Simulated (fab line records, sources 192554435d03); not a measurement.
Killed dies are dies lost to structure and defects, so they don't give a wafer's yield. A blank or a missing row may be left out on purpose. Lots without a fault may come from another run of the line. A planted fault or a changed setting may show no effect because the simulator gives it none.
fab line records | flow n5_finfet
record lots=8 wafers=24 last_day=19
route steps=1938 shown BEOL_M1@769 BEOL_M4@1111 PASSIVATION@1936
lots that met no fault: from a run of the same line without faults
start_h: hours from the record's first day to the start of the lot's first wafer shown | wait_h: hours since the lot's step before | " the same as in the row above | L1.1+2: a row that stands for several wafers | - no value, or no start given | * or withheld: withheld | < > ~ a bound
route shown NAME@n: a module of which the file shows steps, and the number in the route of the first | usual: mean/standard deviation of fault-free wafers | same: alike in all rows | chamber/n: place in a boat | sites: the reading at each site | _std_site: their standard deviation | _edge_site: outer sites' mean less inner sites' | radius_mm: how far each site lies from the wafer's centre | mask NAME#n: copy n | behind: the tool/chamber that last shaped the wafer | hold: why the lot was held/for how many hours/how that ended | device: the transistor (n, p or np) that didn't switch | end of line: the same wafers' tests at the end of the route | a step without rows: its recipe alone | killed: dies lost to structure and defects at the first sort, not the wafer's yield | map: a wafer's dies, x killed, . not, _ none there
set.NAME: the setting as run; set.NAME@STEP: as run at that earlier step | model.NAME: the simulator's own value behind a step, which no gauge read
steps of the route over a sample of lots; a table a step, a row a wafer
services: from which hour (start_h, from the record's first day; less than 0 if before it) a tool's chamber was out of use, for how many hours, and why
## steps
# step N5_BEOL_M1_ETCH_63
# recipe chemistry=CF4 target=SiARC target_depth_a=156 mask_material=CAR-EUV time_s=26 ion_energy_ev=80 pressure_mtorr=40 source_w=545 bias_w=36 Ar_flow_sccm=100 cf4_flow_sccm=100 ends=cleared
# usual drypump_motor_current_A=6.1/0.52 etch_rf_on_time_s=26.1/0.71 oes_product_au=0.64/0.059 rf_fwd_power_W=531.8/1.9 rf_vpp_V=183.8/1.2 showerhead_plenum_p_Torr=2.13/0.064 throttle_valve_pct=15.67/0.22
# columns lot.wafer tool chamber start_h wait_h drypump_motor_current_A etch_rf_on_time_s oes_product_au rf_fwd_power_W rf_hours_counter_h rf_vpp_V showerhead_plenum_p_Torr throttle_valve_pct
L654.3 rie_diel-02 2 137.42 0.0 5.9 25.1 0.61 532.8 201 183.5 2.12 15.72
L654.4 " 1 " " 5.7 27.4 0.60 532.8 159 184.4 2.22 15.60
L654.5 " 3 " " 6.5 26.1 0.68 530.6 - 183.0 2.06 15.65
L655.2 rie_diel-06 1 143.17 0.0 5.8 27.4 0.64 531.4 136 182.3 2.06 15.31
L655.3 " 3 " " 5.6 25.3 0.63 535.9 157 184.2 2.23 15.78
L655.5 " 0 " " 6.5 25.7 0.78 532.4 - 185.3 2.20 15.33
L661.1 rie_diel-05 1 182.62 0.0 5.7 27.2 0.60 531.7 203 183.0 2.05 15.92
L661.4 " 3 " " 5.2 25.6 0.63 534.8 192 183.3 2.14 15.75
L661.5 " 3 " " 5.2 25.5 0.63 531.4 - 184.7 2.14 15.74
L662.4 rie_diel-05 1 188.26 0.0 5.7 27.3 0.59 531.0 - 182.9 2.05 15.92
L662.5 " 2 " " 6.7 25.9 0.60 530.0 - 181.4 2.13 15.68
L662.6 " 3 " " 5.2 25.3 0.63 529.5 - 183.0 2.14 15.75
L663.1 rie_diel-06 3 194.88 0.0 5.6 25.2 0.62 533.1 172 184.7 2.23 15.80
L663.2 " 2 " " 6.7 25.9 0.61 529.6 221 182.6 2.05 15.92
L663.6 " 2 " " 6.7 25.7 0.61 528.4 - 181.7 2.05 15.91
L664.2 rie_diel-02 1 198.12 0.0 5.7 27.2 0.59 535.9 177 185.2 2.21 15.64
L664.3 " 2 " " 5.9 25.0 0.60 529.6 219 183.9 2.11 15.75
L664.4 " 0 " " 6.6 26.0 0.63 534.1 155 185.3 2.13 15.82
L665.2 rie_diel-05 3 202.01 0.0 5.2 26.1 0.62 533.1 200 183.9 2.14 15.76
L665.3 " 1 " " 5.7 27.8 0.58 533.4 210 181.5 2.04 15.92
L665.4 " 0 " " 6.0 26.0 0.78 532.2 12 185.1 2.19 15.15
L673.3 rie_diel-02 2 255.52 0.0 5.8 25.2 0.59 533.1 238 184.5 2.11 15.79
L673.4 " 3 " " 6.5 26.2 0.66 531.5 133 183.5 2.05 15.73
L673.5 " 3 " " 6.6 26.4 0.65 528.8 - 183.2 2.05 15.75
# step N5_BEOL_M1_ETCH_64
# recipe chemistry=N2/H2 target=SOC target_depth_a=750 overetch_a=150 mask_material=SiARC temp_c=40 time_s=112.5 ion_energy_ev=200 pressure_mtorr=30 source_w=840 bias_w=150 n2_flow_sccm=200 h2_flow_sccm=200
# usual drypump_motor_current_A=6.1/0.51 oes_product_au=0.60/0.052 rf_fwd_power_W=836.3/2.7 rf_vpp_V=523.3/2.3 showerhead_plenum_p_Torr=2.52/0.075 throttle_valve_pct=17.88/0.21
# columns lot.wafer tool chamber start_h wait_h drypump_motor_current_A oes_product_au rf_fwd_power_W rf_hours_counter_h rf_vpp_V showerhead_plenum_p_Torr throttle_valve_pct
L654.3 rie_diel-02 2 137.45 0.0 5.8 0.55 834.7 201 524.1 2.53 17.89
L654.4 " 1 " " 5.7 0.58 838.3 159 525.9 2.64 17.87
L654.5 " 3 " " 6.5 0.63 836.7 - 523.5 2.46 18.09
L655.2 rie_diel-06 1 143.20 0.0 5.8 0.61 835.3 136 520.6 2.46 17.63
L655.3 " 3 " " 5.6 0.58 831.2 157 528.0 2.64 17.93
L655.5 " 0 " " 6.4 0.72 840.7 - 525.1 2.59 17.58
L661.1 rie_diel-05 1 182.65 0.0 5.7 0.58 830.0 203 520.7 2.43 18.19
L661.4 " 3 " " 5.2 0.58 838.4 192 524.0 2.52 17.85
L661.5 " 3 " " 5.2 0.58 837.3 - 524.1 2.52 17.87
L662.4 rie_diel-05 1 188.32 0.1 5.7 0.57 841.0 - 520.5 2.43 18.20
L662.5 " 2 " " 6.8 0.56 839.3 - 524.7 2.52 17.82
L662.6 " 3 " " 5.2 0.58 836.3 - 523.9 2.52 17.85
L663.1 rie_diel-06 3 194.91 0.0 5.6 0.56 835.9 172 526.2 2.63 17.96
L663.2 " 2 " " 6.7 0.57 834.3 221 519.6 2.41 18.02
L663.6 " 2 " " 6.7 0.56 835.0 - 518.8 2.41 18.01
L664.2 rie_diel-02 1 198.14 0.0 5.7 0.57 837.7 177 527.0 2.64 17.88
L664.3 " 2 " " 5.8 0.55 833.0 219 523.5 2.52 17.91
L664.4 " 0 " " 6.6 0.58 835.4 155 525.2 2.55 18.11
L665.2 rie_diel-05 3 202.04 0.0 5.2 0.57 837.2 200 522.6 2.51 17.87
L665.3 " 1 " " 5.7 0.56 832.5 210 521.0 2.43 18.19
L665.4 " 0 " " 6.0 0.73 830.3 12 527.1 2.60 17.37
L673.3 rie_diel-02 2 255.54 0.0 5.9 0.54 834.0 238 524.2 2.51 17.93
L673.4 " 3 " " 6.5 0.60 835.8 133 520.6 2.45 18.13
L673.5 " 3 " " 6.5 0.61 831.9 - 520.9 2.45 18.14
# step N5_BEOL_M1_ALD_98
# recipe material=SiO2 target_thk_a=25 temp_c=100 ald_precursor_family=BDEAS ald_co_reactant=O2-plasma pulse_time_s=1 co_reactant_pulse_time_s=1 purge_time_s=2 co_reactant_purge_time_s=2 ald_cycles=17 pressure_torr=2
# usual ald_cycles=17/0 heater_power_w=75/4.8 precursor_pulse_height_rel=0.996/0.019
# same co_reactant_purge_time_s=2
# columns lot.wafer tool chamber start_h wait_h ald_cycles heater_power_w precursor_pulse_height_rel
L654.3 ald_sin-01 1 138.76 0.4 17 67 0.999
L654.4 " 3 " " 17 71 1.004
L654.5 " 1 " " 17 68 0.976
L655.2 ald_sin-01 0 144.25 0.1 17 80 0.994
L655.3 " 1 " " 17 64 0.995
L655.5 " 0 " " 17 81 1.013
L661.1 ald_sin-04 1 183.70 0.1 17 71 0.989
L661.4 " 3 " " 17 75 0.987
L661.5 " 3 " " 17 73 1.033
L662.4 ald_sin-04 3 189.34 0.1 17 76 0.993
L662.5 " 1 " " 17 75 0.955
L662.6 " 2 " " 17 71 0.999
L663.1 ald_sin-04 2 196.01 0.1 17 70 0.975
L663.2 " 3 " " 11 75 0.993
L663.6 " 2 " " 17 71 0.977
L664.2 ald_sin-02 3 199.08 0.1 17 87 1.019
L664.3 " 2 " " 17 73 0.961
L664.4 " 0 " " 17 76 1.013
L665.2 ald_sin-02 0 202.96 0.1 17 77 0.988
L665.3 " 3 " " 17 83 0.981
L665.4 " 2 " " 17 72 0.985
L673.3 ald_sin-01 3 256.50 0.1 17 70 1.000
L673.4 " 0 " " 17 83 0.998
L673.5 " 1 " " 17 71 1.010
# step N5_BEOL_M1_ETCHBACK_99
# recipe chemistry=CHF3 target=SiO2 target_depth_a=50 time_s=10.4 source_w=215 bias_w=47 Ar_flow_sccm=200 CHF3_flow_sccm=12 ion_energy_ev=100 pressure_mtorr=30
# usual drypump_motor_current_A=6.0/0.47 oes_product_au=0.74/0.073 rf_fwd_power_W=212.2/0.99 rf_vpp_V=241/4.2 showerhead_plenum_p_Torr=2.14/0.063 throttle_valve_pct=17.14/0.24
# columns lot.wafer tool chamber start_h wait_h drypump_motor_current_A oes_product_au rf_fwd_power_W rf_hours_counter_h rf_vpp_V showerhead_plenum_p_Torr throttle_valve_pct
L654.3 rie_diel-02 2 147.11 8.3 5.8 0.71 211.1 204 238 2.13 17.22
L654.4 " 0 " " 6.6 0.74 211.0 141 248 2.16 17.34
L654.5 " 2 " " 5.8 0.70 211.2 - 237 2.13 17.20
L655.2 rie_diel-02 3 152.64 8.3 6.5 0.79 213.6 102 238 2.06 17.11
L655.3 " 2 " " 5.9 0.70 211.0 205 239 2.13 17.20
L655.5 " 1 " " 5.7 0.70 214.6 - 241 2.23 17.05
L661.1 rie_diel-05 2 186.89 3.1 6.7 0.70 212.6 228 235 2.13 17.08
L661.4 " 1 " " 5.7 0.70 210.0 - 242 2.06 17.42
L661.5 " 3 " " 5.2 0.73 213.1 - 238 2.16 17.21
L662.4 rie_diel-02 1 190.60 1.2 5.7 0.70 212.9 174 241 2.23 17.07
L662.5 " 1 " " 5.7 0.70 213.6 - 242 2.23 17.08
L662.6 " 2 " " 5.8 0.69 212.0 - 238 2.13 17.22
L663.1 rie_diel-06 1 196.82 0.8 5.8 0.75 211.8 150 244 2.06 16.76
L663.2 " 0 " " 6.4 0.90 211.5 37 243 2.20 16.82
L663.6 " 0 " " 6.4 0.91 211.8 - 245 2.20 16.82
L664.2 rie_diel-02 2 206.36 7.2 5.8 0.69 211.6 222 236 2.13 17.22
L664.3 " 0 " " 6.6 0.73 211.1 158 248 2.15 17.38
L664.4 " 1 " " 5.7 0.69 212.4 180 240 2.22 17.08
L665.2 rie_diel-02 1 212.13 9.1 5.7 0.70 213.4 182 241 2.22 17.08
L665.3 " 2 " " 5.9 0.69 210.7 224 236 2.13 17.24
L665.4 " 3 " " 6.6 0.78 211.9 119 236 2.05 17.14
L673.3 rie_diel-02 2 258.35 1.8 5.8 0.68 211.3 239 237 2.12 17.25
L673.4 " 1 " " 5.7 0.68 214.2 196 240 2.22 17.12
L673.5 " 1 " " 5.7 0.69 213.3 - 242 2.22 17.13
# step N5_BEOL_M4_RC_MEAS_101
# usual DIBL_N=36.8/1.9 DIBL_P=36.5/2.1 IOFF_N=0.17/0.038 IOFF_P=0.22/0.039 ION_N=675/12 ION_P=463/7.4 SS_N=71.6/0.71 SS_P=73.4/0.72 VT_N=249/3.3 VT_P=-250/3.3
# columns lot.wafer tool chamber start_h wait_h DIBL_N[mV/V] DIBL_P[mV/V] IOFF_N[nA/um] IOFF_P[nA/um] ION_N[uA/um] ION_P[uA/um] SS_N[mV/dec] SS_P[mV/dec] VT_N[mV] VT_P[mV]
L654.3 prober-02 0 195.06 0.3 37.8 37.4 0.19 0.25 672 461 71.9 73.3 248 -249
L654.4 " 0 " " 36.4 36.3 0.17 0.23 678 465 71.3 73.2 248 -247
L654.5 " 0 " " 37.7 38.7 0.19 0.27 684 472 71.3 73.7 242 -244
L655.2 prober-01 0 195.36 0.2 34.4 35.3 0.14 0.19 671 453 70.9 73.0 250 -252
L655.3 " 0 " " 33.6 34.6 0.13 0.18 657 455 71.0 72.9 252 -251
L655.5 " 0 " " 34.9 35.1 0.15 0.19 670 455 70.8 73.9 253 -251
L661.1 prober-01 0 230.79 0.0 36.0 36.5 0.19 0.24 684 467 72.3 73.6 247 -248
L661.4 " 0 " " 35.7 35.2 0.16 0.21 659 457 72.1 73.2 252 -250
L661.5 " 0 " " 35.4 34.8 0.15 0.20 659 457 71.8 72.9 250 -248
L662.4 prober-01 0 242.92 0.6 35.7 34.8 0.14 0.19 659 456 70.9 72.4 254 -251
L662.5 " 0 " " 35.9 34.8 0.14 0.19 673 462 70.7 73.1 251 -251
L662.6 " 0 " " 39.1 37.4 0.20 0.22 669 454 72.3 73.4 249 -250
L663.1 prober-01 0 245.67 0.0 37.2 36.3 0.16 0.21 664 460 71.0 73.0 251 -248
L663.2 " 0 " " 37.3 36.5 0.17 0.23 686 469 71.1 73.7 248 -248
L663.6 " 0 " " 34.9 34.8 0.13 0.19 672 464 70.8 72.8 252 -250
L664.2 prober-01 0 262.78 0.2 35.2 34.2 0.15 0.18 670 458 70.6 72.4 249 -252
L664.3 " 0 " " 40.4 39.5 0.26 0.29 674 458 72.3 73.7 245 -247
L664.4 " 0 " " 34.9 35.6 0.14 0.21 678 480 70.3 72.1 250 -248
L665.2 prober-01 0 282.60 0.2 35.1 33.2 0.13 0.17 676 463 70.5 72.2 252 -254
L665.3 " 0 " " 36.4 34.4 0.14 0.18 662 455 71.1 73.1 252 -251
L665.4 " 0 " " 36.0 34.9 0.13 0.19 670 463 70.7 72.9 253 -251
L673.3 prober-01 0 338.31 0.3 36.0 36.2 0.15 0.20 674 460 71.2 72.9 249 -252
L673.4 " 0 " " 39.1 39.6 0.19 0.25 679 459 72.2 74.1 246 -249
L673.5 " 0 " " 37.1 37.7 0.17 0.24 675 464 72.1 73.0 249 -252
# step N5_PASSIVATION_PROBE_49
# usual defect_limited_yield=91.3/1.4 killed_at_M0_to_M3=33/11 killed_at_M4_up=15/6.2 killed_at_contacts=13/6.5 killed_at_front_end=38/11 killed_at_other=3.4/2.6 killed_dies=102/17 killed_open=67/12 killed_short=34/7.9 sort_bin_5_function=5.1/0.88 sort_bin_6_memory=3.3/0.65 sort_bin_8_speed=0.00/0.0099 sort_n_pass=1078/17 sort_yield_pct=91.3/1.4
# same gross_dies=1180 killed_at_back_side=0 sort_bin_4_leakage[%]=0
# columns lot.wafer tool chamber start_h wait_h defect_limited_yield[%] killed_at_M0_to_M3 killed_at_M4_up killed_at_contacts killed_at_front_end killed_at_other killed_dies killed_open killed_short sort_bin_5_function[%] sort_bin_6_memory[%] sort_bin_8_speed[%] sort_n_pass sort_yield_pct[%]
L661.1 prober-02 - 340.67 0.3 89.9 36 11 11 60 1 119 70 45 6.2 3.4 0 1061 89.9
L661.4 prober-02 - 340.82 0.5 89.7 43 5 8 57 9 122 68 47 5.0 4.7 0 1058 89.7
L661.5 prober-02 - 340.87 0.5 91.0 28 13 8 55 2 106 70 31 4.7 3.6 0 1074 91.0
L663.2 prober-02 - 346.71 0.1 90.7 46 23 7 32 2 110 65 39 5.3 3.3 0 1070 90.7
L665.2 prober-02 - 388.89 0.1 93.9 25 9 5 29 4 72 40 28 4.0 2.1 0 1108 93.9
L665.3 prober-02 - 388.94 0.1 92.0 30 18 18 25 3 94 64 29 4.7 3.0 0 1086 92.0
L665.4 prober-02 - 388.99 0.2 92.3 31 6 17 36 1 91 63 28 4.3 3.2 0 1089 92.3
# killed by level:class
L661.1 FIN_SAQP:geometric_particle:short=18 FIN_SAQP:geometric_particle:open=13 STI_FIN_REVEAL:geometric_particle:open=11 BEOL_M0_SAQP:geometric_particle:open=10 BEOL_M0_SAQP:geometric_particle:short=8 MOL_CONTACT_COAG:geometric_particle:open=7 BEOL_M2:geometric_particle:open=5 GATE_CUT:geometric_particle:short=4
L661.4 FIN_SAQP:geometric_particle:short=19 FIN_SAQP:geometric_particle:open=12 BEOL_M1:geometric_particle:open=12 BEOL_M0_SAQP:geometric_particle:short=10 STI_FIN_REVEAL:geometric_particle:open=8 BEOL_M3:geometric_particle:open=8 MOL_CONTACT_COAG:geometric_particle:open=7 BEOL_M0_SAQP:geometric_particle:open=6
L661.5 FIN_SAQP:geometric_particle:open=16 STI_FIN_REVEAL:geometric_particle:open=10 FIN_SAQP:geometric_particle:short=9 BEOL_M1:geometric_particle:open=9 MOL_CONTACT_COAG:geometric_particle:open=6 BEOL_M0_SAQP:geometric_particle:open=6 BEOL_M5:geometric_particle:open=6 DUMMY_GATE:geometric_particle:open=4
L663.2 FIN_SAQP:geometric_particle:short=13 BEOL_M4:geometric_particle:open=11 BEOL_M0_SAQP:geometric_particle:open=7 BEOL_M3:geometric_particle:open=7 STI_FIN_REVEAL:geometric_particle:open=6 MOL_CONTACT_COAG:geometric_particle:open=6 BEOL_M1:area_etchback=6 BEOL_M0_SAQP:geometric_particle:short=5
L665.2 FIN_SAQP:geometric_particle:short=10 FIN_SAQP:geometric_particle:open=8 BEOL_M0:geometric_particle:short=7 DUMMY_GATE:geometric_particle:open=4 BEOL_M0:geometric_particle:open=4 MOL_CONTACT_COAG:geometric_particle:open=3 BEOL_M3:geometric_particle:open=3 BEOL_M0_SAQP:geometric_particle:open=3
L665.3 MOL_CONTACT_COAG:geometric_particle:open=16 BEOL_M2:geometric_particle:open=9 BEOL_M0_SAQP:geometric_particle:open=8 DUMMY_GATE:geometric_particle:open=7 BEOL_M4:geometric_particle:open=7 BEOL_M0_SAQP:geometric_particle:short=5 FIN_SAQP:geometric_particle:short=4 FIN_SAQP:geometric_particle:open=3
L665.4 MOL_CONTACT_COAG:geometric_particle:open=15 FIN_SAQP:geometric_particle:open=14 BEOL_M2:geometric_particle:open=10 FIN_SAQP:geometric_particle:short=8 BEOL_M1:geometric_particle:open=6 STARTING-WAFER:geometric_particle:short=5 BEOL_M0_SAQP:geometric_particle:short=4 BEOL_M3:geometric_particle:open=4
## services
# columns tool chamber start_h hours kind
ald_sin-01 - 121.04 14.6 pm
rie_diel-05 0 122.27 - clean
rie_diel-05 0 122.27 - consumable_replace:focus_ring
rie_diel-05 0 122.27 24.0 scheduled_down
rie_diel-05 0 122.27 24.0 vent_cycle
ald_sin-02 3 159.26 1.7 repair
ald_sin-01 - 177.59 14.0 pm
ald_sin-01 0 177.59 14.0 vent_cycle
ald_sin-01 1 177.59 14.0 vent_cycle
ald_sin-01 2 177.59 14.0 vent_cycle
ald_sin-01 3 177.59 14.0 vent_cycle
ald_sin-01 0 191.59 - clean
ald_sin-01 1 191.59 - clean
ald_sin-01 2 191.59 - clean
ald_sin-01 3 191.59 - clean
rie_diel-05 1 198.10 1.3 repair
rie_diel-06 3 216.58 5.0 repair
ald_sin-02 - 238.32 6.0 pm
rie_diel-06 1 240.99 8.6 repair
rie_diel-05 2 250.56 - clean
rie_diel-05 2 250.56 - consumable_replace:focus_ring
rie_diel-05 2 250.56 17.4 scheduled_down
rie_diel-05 2 250.56 17.4 vent_cycle
## key
first_sign step=N5_BEOL_M1_ALD_98 reading=ald_cycles direction=down sigmas=99+ usual=* struck=*
effect none on later readings
met_at N5_BEOL_M1_ALD_98
struck_lots L663
struck_wafers L663.2
not_acting_at N5_BEOL_M1_ETCH_63,N5_BEOL_M1_ETCH_64,N5_BEOL_M1_ETCHBACK_99
onset_between 189.34 196.01
fault kind=process_parameter_drift tool=ald_sin-04 chamber=- onset_h=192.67 steps=N5_BEOL_M1_ALD_98 channel=ald_cycles offset=* shape=step end_h=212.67 scope=struck_wafers_only acts_in=* stated=*
